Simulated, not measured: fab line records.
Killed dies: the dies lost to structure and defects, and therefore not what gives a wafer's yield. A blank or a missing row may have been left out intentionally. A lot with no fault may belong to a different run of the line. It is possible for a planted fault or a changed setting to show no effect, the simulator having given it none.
fab line records	flow n5_finfet
record lots=7	wafers=21
route steps=1938 shown BEOL_M8@1358 BEOL_M9@1408 BEOL_M10@1496 BEOL_M11@1587 BEOL_M13@1696
start_h: the number of hours between the record's first day and the start of the first shown wafer of the lot	wait_h: how many hours have passed since the lot's step before this one	" as in the row above	L1.1+2: several wafers, shown together as one row	- no value present, or no start provided	* or withheld: withheld	< > ~ a bound
route shown NAME@n: NAME is a module with steps in the file, n the number in the route of the first one	usual: mean/standard deviation of fault-free wafers	same: alike in all rows	chamber/n: place in a boat	sites: per-site readings	_std_site: their standard deviation	_edge_site: outer sites' mean less inner sites'	radius_mm: how far each site lies from the wafer's centre	mask NAME#n: copy n	behind: the last tool/chamber to shape the wafer	hold: why the lot went on hold/how many hours it stayed there/how the hold came to an end	device: transistor that didn't switch, given as n, p or np	end of line: tests run on the same wafers once the route is complete	for a step that has no rows: nothing shown but its recipe	killed: dies lost to structure and defects at the first sort, not the wafer's yield	map: a wafer's dies, marking killed ones x, the rest . and places with no die _
set.NAME: the setting that was run; set.NAME@STEP: the one run at that earlier step	model.NAME: the simulator's own value behind a step, which no gauge read
lots with deliberately changed settings; one table per step, one row per wafer
## steps
# step N5_BEOL_M8_COAT_71
# recipe resist=underlayer	temp_c=205	time_s=60	spin_rpm=1500	resist_thk_nm=5
lot.wafer	tool	chamber	start_h	wait_h	set.spin_rpm
L075.1+5	litho_track-01	0	-	-	1500
L075.2	"	0	"	"	1439
L079.2+3+4	litho_track-01	0	-	-	1500
L078.1+2+5	litho_track-01	0	-	-	1500
L085.1+5+6	litho_track-04	0	-	-	1500
L090.2+5+6	litho_track-04	0	-	-	1500
L096.1+4	litho_track-05	0	-	-	1500
L096.6	"	0	"	"	1589
L097.1+4	litho_track-05	0	-	-	1500
L097.2	"	0	"	"	1578
# step N5_BEOL_M8_COAT_22
# recipe resist=CAR-EUV	spin_rpm=1500	resist_thk_nm=30
# step N5_BEOL_M8_EBR_24
# recipe solvent=PGMEA	ebr_width_mm=1.5
# step N5_BEOL_M8_DESCUM_33
# recipe chemistry=O2	time_s=7	source_power_w=50	bias_power_w=20	pressure_mtorr=20	rf_frequency_hz=2.712e+07	temp_c=40	resist=CAR-EUV	o2_flow_sccm=225
# step N5_BEOL_M8_ETCH_72
# recipe chemistry=N2/H2	target=underlayer	target_depth_a=65	mask_material=CAR-EUV	time_s=5.2	ion_energy_ev=200	pressure_mtorr=30	source_w=840	bias_w=150	n2_flow_sccm=200	h2_flow_sccm=200	ends=cleared
lot.wafer	tool	chamber	start_h	wait_h	set.spin_rpm@BEOL_M8_COAT_71	model.etch.depth_nm
L075.1	rie_diel-04	3	224.30	0.0	1500	5.013
L075.2	"	2	"	"	1439	5.121
L075.5	"	0	"	"	1500	5.031
L079.2	rie_diel-06	3	237.50	0.0	1500	5.005
L079.3	"	0	"	"	1500	4.983
L079.4	"	2	"	"	1500	5.013
L078.1	rie_diel-04	2	240.66	0.0	1500	4.986
L078.2	"	3	"	"	1500	4.991
L078.5	"	3	"	"	1500	4.981
L085.1	rie_diel-05	0	272.77	0.0	1500	5.007
L085.5	"	3	"	"	1500	4.986
L085.6	"	0	"	"	1500	4.991
L090.2	rie_diel-04	0	309.29	0.0	1500	4.999
L090.5	"	0	"	"	1500	4.998
L090.6	"	1	"	"	1500	5
L096.1	rie_diel-05	1	334.30	0.0	1500	4.995
L096.4	"	0	"	"	1500	4.992
L096.6	"	0	"	"	1589	4.843
L097.1	rie_diel-04	1	355.24	0.0	1500	5.005
L097.2	"	2	"	"	1578	4.868
L097.4	"	3	"	"	1500	4.992
# step N5_BEOL_M8_ETCH_65
# recipe chemistry=CF4	target=SiARC	target_depth_a=156	mask_material=CAR-EUV	time_s=26	ion_energy_ev=80	pressure_mtorr=40	source_w=545	bias_w=36	Ar_flow_sccm=100	cf4_flow_sccm=100	ends=cleared
# step N5_BEOL_M8_ETCH_66
# recipe chemistry=N2/H2	target=SOC	target_depth_a=800	overetch_a=160	mask_material=SiARC	temp_c=40	time_s=120	ion_energy_ev=200	pressure_mtorr=30	source_w=840	bias_w=150	n2_flow_sccm=200	h2_flow_sccm=200
lot.wafer	tool	chamber	start_h	wait_h	set.spin_rpm@BEOL_M8_COAT_63	model.etch.depth_nm
L075.1	rie_diel-04	3	224.35	0.0	1564	58.44
L075.2	"	2	"	"	1564	58.57
L075.5	"	0	"	"	1500	59.85
L079.2	rie_diel-06	3	237.54	0.0	1500	60.25
L079.3	"	0	"	"	1500	60.07
L079.4	"	2	"	"	1607	58.04
L078.1	rie_diel-04	2	240.70	0.0	1500	60.1
L078.2	"	3	"	"	1500	60.04
L078.5	"	3	"	"	1500	60.14
L085.1+5	rie_diel-05	0,3	272.82	0.0	1500	60.48
L085.6	"	0	"	"	1500	60.28
L090.2	rie_diel-04	0	309.33	0.0	1500	59.89
L090.5	"	0	"	"	1500	59.77
L090.6	"	1	"	"	1500	59.85
L096.1	rie_diel-05	1	334.34	0.0	1355	62.64
L096.4	"	0	"	"	1500	59.66
L096.6	"	0	"	"	1500	59.45
L097.1	rie_diel-04	1	355.29	0.0	1500	59.87
L097.2	"	2	"	"	1360	62.99
L097.4	"	3	"	"	1500	59.98
# step N5_BEOL_M8_STRIP_69
# recipe chemistry=N2/H2	temp_c=40	n2_flow_sccm=200	h2_flow_sccm=200	rf_frequency_hz=6e+07
# step N5_BEOL_M8_STRIP_73
# recipe chemistry=N2/H2	temp_c=40	n2_flow_sccm=200	h2_flow_sccm=200	rf_frequency_hz=6e+07
# step N5_BEOL_M8_VIA_ETCH_34
# recipe chemistry=C4F6/O2	target=SiCOH_lowk	target_depth_a=1255	mask_material=SOC	taper_deg=4	time_s=50.5	ion_energy_ev=250	pressure_mtorr=30	source_w=345	bias_w=185	Ar_flow_sccm=300	C4F6_flow_sccm=10	O2_flow_sccm=10
lot.wafer	tool	chamber	start_h	wait_h	set.spin_rpm@BEOL_M8_COAT_63	model.SOC_of_BEOL_M8_COAT_63.thk_nm
L075.1+2	rie_diel-04	3,2	224.45	0.0	1564	52.4
L075.5	"	0	"	"	1500	53.6
L079.2+3	rie_diel-06	3,0	237.64	0.0	1500	54.2
L079.4	"	2	"	"	1607	52.2
L078.1	rie_diel-04	2	240.80	0.0	1500	53.8
L078.2+5	"	3	"	"	1500	54
L085.1	rie_diel-05	0	272.92	0.0	1500	54.4
L085.5	"	3	"	"	1500	54.6
L085.6	"	0	"	"	1500	54.2
L090.2	rie_diel-04	0	309.43	0.0	1500	53.8
L090.5	"	0	"	"	1500	53.6
L090.6	"	1	"	"	1500	54
L096.1	rie_diel-05	1	334.44	0.0	1355	56.4
L096.4	"	0	"	"	1500	53.8
L096.6	"	0	"	"	1500	53.4
L097.1+4	rie_diel-04	1,3	355.39	0.0	1500	54
L097.2	"	2	"	"	1360	56.8
# step N5_BEOL_M9_COAT_05
# recipe resist=CAR-ArF	spin_rpm=1500	resist_thk_nm=90
lot.wafer	tool	chamber	start_h	wait_h	set.spin_rpm	model.CAR-ArF_of_BEOL_M9_COAT_05.thk_nm
L075.1	litho_track-03	0	-	-	1665	85.8
L075.2+5	"	0	"	"	1665	85.6
L079.2+3+4	litho_track-02	0	-	-	1500	89.6
L078.1	litho_track-02	0	-	-	1500	89.6
L078.2	"	0	"	"	1500	89.4
L078.5	"	0	"	"	1500	90
L085.1	litho_track-02	0	-	-	1614	87
L085.5	"	0	"	"	1614	86.8
L085.6	"	0	"	"	1500	90.4
L090.2	litho_track-03	0	-	-	1500	90
L090.5	"	0	"	"	1601	87.2
L090.6	"	0	"	"	1601	87
L096.1	litho_track-04	0	-	-	1358	94.6
L096.4+6	"	0	"	"	1500	89.8
L097.1	litho_track-02	0	-	-	1452	91.2
L097.2	"	0	"	"	1452	91.4
L097.4	"	0	"	"	1500	90
# step N5_BEOL_M9_EBR_07
# recipe solvent=PGMEA	ebr_width_mm=1.5
# step N5_BEOL_M9_SOFTBAKE_06
# recipe temp_c=110	time_s=60	resist=CAR-ArF
# step N5_BEOL_M9_DESCUM_16
# recipe chemistry=O2	time_s=7.9	source_power_w=50	bias_power_w=20	pressure_mtorr=20	rf_frequency_hz=2.712e+07	temp_c=40	resist=CAR-ArF	o2_flow_sccm=225
# step N5_BEOL_M9_ETCH_61
# recipe chemistry=CF4	target=SiARC	target_depth_a=390	mask_material=CAR-ArF	time_s=65	ion_energy_ev=80	pressure_mtorr=40	source_w=545	bias_w=36	Ar_flow_sccm=100	cf4_flow_sccm=100	ends=cleared
lot.wafer	tool	chamber	start_h	wait_h	set.spin_rpm@BEOL_M9_COAT_05	model.CAR-ArF_of_BEOL_M9_COAT_05.thk_nm
L075.1	rie_diel-03	0	230.87	0.0	1665	51.2
L075.2+5	"	1,3	"	"	1665	51
L079.2+3+4	rie_diel-01	3,2,0	242.10	0.0	1500	55
L078.1	rie_diel-03	2	249.84	0.0	1500	55
L078.2	"	0	"	"	1500	55.2
L078.5	"	3	"	"	1500	55.6
L085.1	rie_diel-02	2	279.14	0.0	1614	52.6
L085.5	"	2	"	"	1614	52.2
L085.6	"	1	"	"	1500	55.8
L090.2	rie_diel-03	1	315.23	0.0	1500	55.4
L090.5	"	2	"	"	1601	52.6
L090.6	"	3	"	"	1601	52.4
L096.1	rie_diel-01	2	340.46	0.0	1358	60.4
L096.4+6	"	0,3	"	"	1500	55.2
L097.1+2	rie_diel-03	3,2	362.35	0.0	1452	56.8
L097.4	"	0	"	"	1500	55.6
# step N5_BEOL_M10_COAT_22
# recipe resist=CAR-ArF	spin_rpm=1500	resist_thk_nm=90
lot.wafer	tool	chamber	start_h	wait_h	set.spin_rpm	model.CAR-ArF_of_BEOL_M10_COAT_22.thk_nm
L075.1	litho_track-02	0	-	-	1500	89.6
L075.2+5	"	0	"	"	1500	89.8
L079.2	litho_track-02	0	-	-	1431	92.4
L079.3	"	0	"	"	1500	90.2
L079.4	"	0	"	"	1500	90.4
L078.1+2+5	litho_track-02	0	-	-	1500	89.6
L085.1	litho_track-01	0	-	-	1500	90
L085.5	"	0	"	"	1500	89.8
L085.6	"	0	"	"	1500	89.4
L090.2+6	litho_track-05	0	-	-	1500	89.8
L090.5	"	0	"	"	1500	89.6
L096.1+6	litho_track-02	0	-	-	1500	89.8
L096.4	"	0	"	"	1384	93.8
L097.1	litho_track-02	0	-	-	1500	90.4
L097.2+4	"	0	"	"	1619	87
# step N5_BEOL_M10_PEB_26
# recipe peb_temp_c=withheld	peb_time_s=60	resist=CAR-ArF
lot.wafer	tool	chamber	start_h	wait_h	set.peb_time_s
L075.1+2+5	litho_track-02	0	240.63	0.1	60
L079.2+3	litho_track-01	0	251.55	0.1	60
L079.4	"	0	"	"	72.83
L078.1+2+5	litho_track-05	0	257.32	0.1	60
L085.1	litho_track-01	0	287.92	0.1	60
L085.5+6	"	0	"	"	50.64
L090.2+5	litho_track-02	0	324.68	0.1	69.29
L090.6	"	0	"	"	60
L096.1+4	litho_track-05	0	350.34	0.1	52.81
L096.6	"	0	"	"	60
L097.1+4	litho_track-02	0	372.95	0.1	60
L097.2	"	0	"	"	66.7
# step N5_BEOL_M10_DEVELOP_27
# recipe develop_time_s=30	developer=TMAH	resist=CAR-ArF	rinse_liquid=diw	dry=air_spin	dev_temp_c=23
lot.wafer	tool	chamber	start_h	wait_h	set.spin_rpm@BEOL_M10_COAT_22	model.CAR-ArF_of_BEOL_M10_COAT_22.thk_nm
L075.1	litho_track-02	0	-	-	1500	87.8
L075.2	"	0	"	"	1500	88
L075.5	"	0	"	"	1500	88.2
L079.2	litho_track-01	0	-	-	1431	90.6
L079.3+4	"	0	"	"	1500	88.6
L078.1	litho_track-05	0	-	-	1500	87.8
L078.2+5	"	0	"	"	1500	88
L085.1	litho_track-01	0	-	-	1500	88.2
L085.5	"	0	"	"	1500	88
L085.6	"	0	"	"	1500	87.8
L090.2+6	litho_track-02	0	-	-	1500	88.2
L090.5	"	0	"	"	1500	88
L096.1+6	litho_track-05	0	-	-	1500	88.2
L096.4	"	0	"	"	1384	92
L097.1	litho_track-02	0	-	-	1500	88.6
L097.2+4	"	0	"	"	1619	85.2
# step N5_BEOL_M10_CD_MEAS_28
# recipe target_cd_nm=70	landing_energy_ev=500	detector=se_inlens	polarity=opening
# usual cd_nm=70.1/1.3
lot.wafer	tool	chamber	start_h	wait_h	set.peb_time_s@BEOL_M10_PEB_26	cd_nm
L075.1	cd_sem-01	0	240.70	-	60	69.2
L075.2	"	0	"	"	60	70.6
L075.5	"	0	"	"	60	71.1
L079.2	cd_sem-03	0	251.62	-	60	68.3
L079.3	"	0	"	"	60	67.9
L079.4	"	0	"	"	72.83	77.0
L078.1	cd_sem-03	0	257.39	-	60	73.2
L078.2	"	0	"	"	60	72.5
L078.5	"	0	"	"	60	72.5
L085.1	cd_sem-03	0	287.99	-	60	67.1
L085.5	"	0	"	"	50.64	61.8
L085.6	"	0	"	"	50.64	60.7
L090.2	cd_sem-02	0	324.74	-	69.29	77.1
L090.5	"	0	"	"	69.29	77.2
L090.6	"	0	"	"	60	70.5
L096.1	cd_sem-03	0	350.40	-	52.81	65.8
L096.4	"	0	"	"	52.81	63.9
L096.6	"	0	"	"	60	71.6
L097.1	cd_sem-03	0	373.02	-	60	70.0
L097.2	"	0	"	"	66.7	74.0
L097.4	"	0	"	"	60	70.1
# step N5_BEOL_M11_CURE_72
# recipe temp_c=370	time_s=120	ambient=DMADMS/He	material=SiCOH_lowk
# usual lamp_power_pct=52.32/0.055
lot.wafer	tool	chamber	start_h	wait_h	set.time_s	lamp_power_pct
L075.1	uv_cure-01	1	252.93	0.4	120	52.37
L075.2	"	1	"	"	100.1	52.28
L075.5	"	1	"	"	120	52.31
L079.2	uv_cure-02	2	260.27	0.1	141	51.35
L079.3	"	2	"	"	141	51.40
L079.4	"	2	"	"	120	52.29
L078.1	uv_cure-02	1	266.39	0.0	120	52.31
L078.2	"	1	"	"	120	52.29
L078.5	"	1	"	"	120	52.36
L085.1	uv_cure-03	0	296.67	0.0	108	52.36
L085.5	"	0	"	"	120	52.32
L085.6	"	0	"	"	108	52.41
L090.2	uv_cure-02	1	333.47	0.1	120	52.37
L090.5	"	1	"	"	134.1	51.71
L090.6	"	1	"	"	134.1	51.72
L096.1	uv_cure-03	1	361.13	0.0	101	52.26
L096.4	"	1	"	"	101	52.26
L096.6	"	1	"	"	120	52.27
L097.1	uv_cure-02	2	384.75	0.0	98.65	52.26
L097.2	"	2	"	"	120	52.27
L097.4	"	2	"	"	120	52.45
# step N5_BEOL_M13_TRENCH_ETCH_34
# recipe chemistry=C4F8/O2/Ar	target=SiOC	target_depth_a=4134.7	mask_material=SOC	pressure_mtorr=30	source_w=3000	bias_w=700	Ar_flow_sccm=400	C4F8_flow_sccm=15	O2_flow_sccm=8	he_inner_torr=15	he_outer_torr=30	time_s=162.6	ion_energy_ev=250
lot.wafer	tool	chamber	start_h	wait_h	set.time_s	model.etch.depth_nm
L075.1	rie_diel-01	1	263.29	0.0	151	375.1
L075.2	"	2	"	"	162.6	405.1
L075.5	"	1	"	"	151	374
L079.2	rie_diel-01	0	271.58	0.0	162.6	397.8
L079.3	"	1	"	"	162.6	408.9
L079.4	"	2	"	"	162.6	404.9
L078.1	rie_diel-02	3	277.06	0.0	162.6	427.4
L078.2	"	0	"	"	162.6	427.2
L078.5	"	3	"	"	162.6	425.1
L085.1	rie_diel-01	2	313.22	0.0	162.6	407.4
L085.5	"	0	"	"	162.6	398
L085.6	"	3	"	"	162.6	405.2
L090.2	rie_diel-01	1	345.12	0.0	143.9	366.6
L090.5	"	0	"	"	143.9	355.6
L090.6	"	2	"	"	162.6	400.8
L096.1	rie_diel-01	3	372.65	0.0	162.6	410.6
L096.4	"	0	"	"	162.6	400.4
L096.6	"	3	"	"	162.6	413.4
L097.1	rie_diel-01	2	398.93	0.0	162.6	396.5
L097.2	"	3	"	"	162.6	405.3
L097.4	"	1	"	"	190.6	473.8
# step N5_BEOL_M13_STRIP_70
# recipe chemistry=C4F8/O2/Ar	resist=SiARC	rf_frequency_hz=6e+07
# step N5_BEOL_M13_OCD_MEAS_35
# usual trench_depth_nm=410/9.9
lot.wafer	tool	chamber	start_h	wait_h	set.time_s@BEOL_M13_TRENCH_ETCH_34	trench_depth_nm
L075.1	ocd-02	-	263.46	0.0	151	375
L075.2	"	-	"	"	162.6	405
L075.5	"	-	"	"	151	375
L079.2	ocd-01	-	271.75	0.0	162.6	398
L079.3	"	-	"	"	162.6	409
L079.4	"	-	"	"	162.6	405
L078.1	ocd-01	-	277.24	0.0	162.6	428
L078.2	"	-	"	"	162.6	428
L078.5	"	-	"	"	162.6	425
L085.1	ocd-01	-	313.40	0.0	162.6	408
L085.5	"	-	"	"	162.6	398
L085.6	"	-	"	"	162.6	406
L090.2	ocd-02	-	345.29	0.0	143.9	367
L090.5	"	-	"	"	143.9	356
L090.6	"	-	"	"	162.6	401
L096.1	ocd-01	-	372.82	0.0	162.6	410
L096.4	"	-	"	"	162.6	400
L096.6	"	-	"	"	162.6	413
L097.1	ocd-02	-	399.11	0.0	162.6	397
L097.2	"	-	"	"	162.6	405
L097.4	"	-	"	"	190.6	474
# step N5_BEOL_M13_STRIP_37
# recipe chemistry=N2/H2	power_w=1000	temp_c=250	h2_frac=0.65	overash_fraction=0.3	pressure_mtorr=withheld	n2_flow_sccm=1750	h2_flow_sccm=3250
# step N5_BEOL_M13_ETCH_38
# recipe chemistry=CF4/N2	target=SiCN	target_depth_a=675	taper_deg=2	time_s=71.9	ion_energy_ev=150	mask_material=SiO2	pressure_mtorr=40	source_w=430	bias_w=70	Ar_flow_sccm=100	cf4_flow_sccm=60	n2_flow_sccm=60
# step N5_BEOL_M13_ECD_47
# recipe material=Cu	target_thk_a=9360
# step N5_BEOL_M13_ANNEAL_48
# recipe temp_c=225	time_s=90	ambient=N2
# step N5_BEOL_M13_CMP_49
# recipe stop_on=SiOC	t_overpolish_s=17.1	down_force_psi=1	platen_rpm=50	clearing_platen_down_force_psi=1.5	clearing_platen_rpm=50	post_cmp_clean=cu_alkaline	target_thk_nm=420	clearing_platen_pad_velocity_m_s=0.99484	pad_velocity_m_s=0.99484
lot.wafer	tool	chamber	start_h	wait_h	set.time_s@BEOL_M13_TRENCH_ETCH_34	model.Cu_of_BEOL_M13_ECD_47.thk_nm
L075.1	cmp-01	0	266.38	0.5	151	381.4
L075.2	"	3	"	"	162.6	410.8
L075.5	"	1	"	"	151	381
L079.3	cmp-03	3	274.06	0.3	162.6	415.8
L079.2	"	1	"	"	162.6	403.4
L079.4	"	2	"	"	162.6	410.2
L078.2	cmp-01	3	279.44	0.2	162.6	430.2
L078.1	"	2	"	"	162.6	433
L078.5	"	0	"	"	162.6	430
L085.1	cmp-04	3	316.11	0.4	162.6	412.8
L085.5	"	0	"	"	162.6	407.6
L085.6	"	1	"	"	162.6	410.4
L090.2	cmp-01	3	349.58	0.3	143.9	371.8
L090.5	"	0	"	"	143.9	361.4
L090.6	"	1	"	"	162.6	407.4
L096.1	cmp-01	0	374.84	0.3	162.6	417.6
L096.4	"	1	"	"	162.6	407
L096.6	"	3	"	"	162.6	418.6
L097.2	cmp-03	1	401.69	0.2	162.6	411.4
L097.1	"	2	"	"	162.6	403.4
L097.4	"	3	"	"	190.6	480.6
# step N5_BEOL_M13_THK_MEAS_50
# recipe thk_meas_gauge=xrf	reads=Cu_of_BEOL_M13_ECD_47
# usual M13_THK=416/11
lot.wafer	tool	chamber	start_h	wait_h	set.time_s@BEOL_M13_TRENCH_ETCH_34	M13_THK[nm]
L075.1	film_metro-02	-	266.68	-	151	383
L075.2	"	-	"	"	162.6	411
L075.5	"	-	"	"	151	382
L079.2	film_metro-02	-	274.36	-	162.6	403
L079.3	"	-	"	"	162.6	416
L079.4	"	-	"	"	162.6	410
L078.1	film_metro-01	-	279.73	-	162.6	433
L078.2	"	-	"	"	162.6	429
L078.5	"	-	"	"	162.6	427
L085.1	film_metro-02	-	316.29	-	162.6	416
L085.5	"	-	"	"	162.6	410
L085.6	"	-	"	"	162.6	414
L090.2	film_metro-02	-	349.76	-	143.9	375
L090.5	"	-	"	"	143.9	366
L090.6	"	-	"	"	162.6	413
L096.1	film_metro-01	-	375.06	-	162.6	414
L096.4	"	-	"	"	162.6	402
L096.6	"	-	"	"	162.6	414
L097.1	film_metro-01	-	401.98	-	162.6	399
L097.2	"	-	"	"	162.6	408
L097.4	"	-	"	"	190.6	477
# step N5_BEOL_M13_PRE_CLEAN_52
# recipe gas=NH3	time_s=15	temp_c=withheld	rf_power_w=300
# step N5_BEOL_M13_DEP_53
# recipe material=SiCN	target_thk_a=500	temp_c=withheld	precursor=3MS/NH3	pressure_torr=3	rf_w=675	time_s=17.8
# step N5_BEOL_M13_RS_MEAS_54
# recipe thk_meas_gauge=four-point-probe	reads=Cu_of_BEOL_M13_ECD_47+Ta_of_BEOL_M13_SPUTTER_44+TaN_of_BEOL_M13_SPUTTER_43
# usual M13_RS=0.0454/0.0011
lot.wafer	tool	chamber	start_h	wait_h	set.time_s@BEOL_M13_TRENCH_ETCH_34	M13_RS[ohm/sq]
L075.1	film_metro-02	-	266.81	0.0	151	0.0497
L075.2	"	-	"	"	162.6	0.0460
L075.5	"	-	"	"	151	0.0498
L079.2	film_metro-02	-	274.52	0.1	162.6	0.0468
L079.3	"	-	"	"	162.6	0.0454
L079.4	"	-	"	"	162.6	0.0461
L078.1	film_metro-01	-	279.86	0.0	162.6	0.0435
L078.2	"	-	"	"	162.6	0.0438
L078.5	"	-	"	"	162.6	0.0438
L085.1	film_metro-02	-	316.42	0.0	162.6	0.0458
L085.5	"	-	"	"	162.6	0.0464
L085.6	"	-	"	"	162.6	0.0461
L090.2	film_metro-01	-	349.89	0.1	143.9	0.0510
L090.5	"	-	"	"	143.9	0.0524
L090.6	"	-	"	"	162.6	0.0463
L096.1	film_metro-02	-	375.19	0.0	162.6	0.0452
L096.4	"	-	"	"	162.6	0.0464
L096.6	"	-	"	"	162.6	0.0451
L097.1	film_metro-01	-	402.11	0.0	162.6	0.0468
L097.2	"	-	"	"	162.6	0.0458
L097.4	"	-	"	"	190.6	0.0391
## key
split step=N5_BEOL_M8_COAT_71	setting=spin_rpm	stated=1500	by=wafer
response step=N5_BEOL_M8_ETCH_72	reading=model.etch.depth_nm	change=-0.0251	per=1%	r=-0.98
split step=N5_BEOL_M9_COAT_05	setting=spin_rpm	stated=1500	by=wafer
response step=N5_BEOL_M9_COAT_05	reading=model.CAR-ArF_of_BEOL_M9_COAT_05.thk_nm	change=-0.472	per=1%	r=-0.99
response step=N5_BEOL_M9_ETCH_61	reading=model.CAR-ArF_of_BEOL_M9_COAT_05.thk_nm	change=-0.485	per=1%	r=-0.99
split step=N5_BEOL_M10_COAT_22	setting=spin_rpm	stated=1500	by=wafer
response step=N5_BEOL_M10_COAT_22	reading=model.CAR-ArF_of_BEOL_M10_COAT_22.thk_nm	change=-0.47	per=1%	r=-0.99
response step=N5_BEOL_M10_DEVELOP_27	reading=model.CAR-ArF_of_BEOL_M10_COAT_22.thk_nm	change=-0.456	per=1%	r=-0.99
split step=N5_BEOL_M10_PEB_26	setting=peb_time_s	stated=60	by=wafer
response step=N5_BEOL_M10_CD_MEAS_28	reading=cd_nm	change=+0.424	per=1%	r=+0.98
split step=N5_BEOL_M11_CURE_72	setting=time_s	stated=120	by=wafer
response step=N5_BEOL_M11_CURE_72	reading=lamp_power_pct	shape=bent	at_lowest=*	at_stated=*	at_highest=*
split step=N5_BEOL_M13_TRENCH_ETCH_34	setting=time_s	stated=162.6	by=wafer
response step=N5_BEOL_M13_TRENCH_ETCH_34	reading=model.etch.depth_nm	change=+4.02	per=1%	r=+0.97
response step=N5_BEOL_M13_OCD_MEAS_35	reading=trench_depth_nm	change=+4.04	per=1%	r=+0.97
response step=N5_BEOL_M13_CMP_49	reading=model.Cu_of_BEOL_M13_ECD_47.thk_nm	change=+4.05	per=1%	r=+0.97
response step=N5_BEOL_M13_THK_MEAS_50	reading=M13_THK	change=+4.09	per=1%	r=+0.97
response step=N5_BEOL_M13_RS_MEAS_54	reading=M13_RS	change=-0.000447	per=1%	r=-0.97
split outside_this_file step=N5_BEOL_M8_COAT_63 setting=spin_rpm
# split outside_this_file: this setting was split too, and the file shows its column; the key of that split is in another file
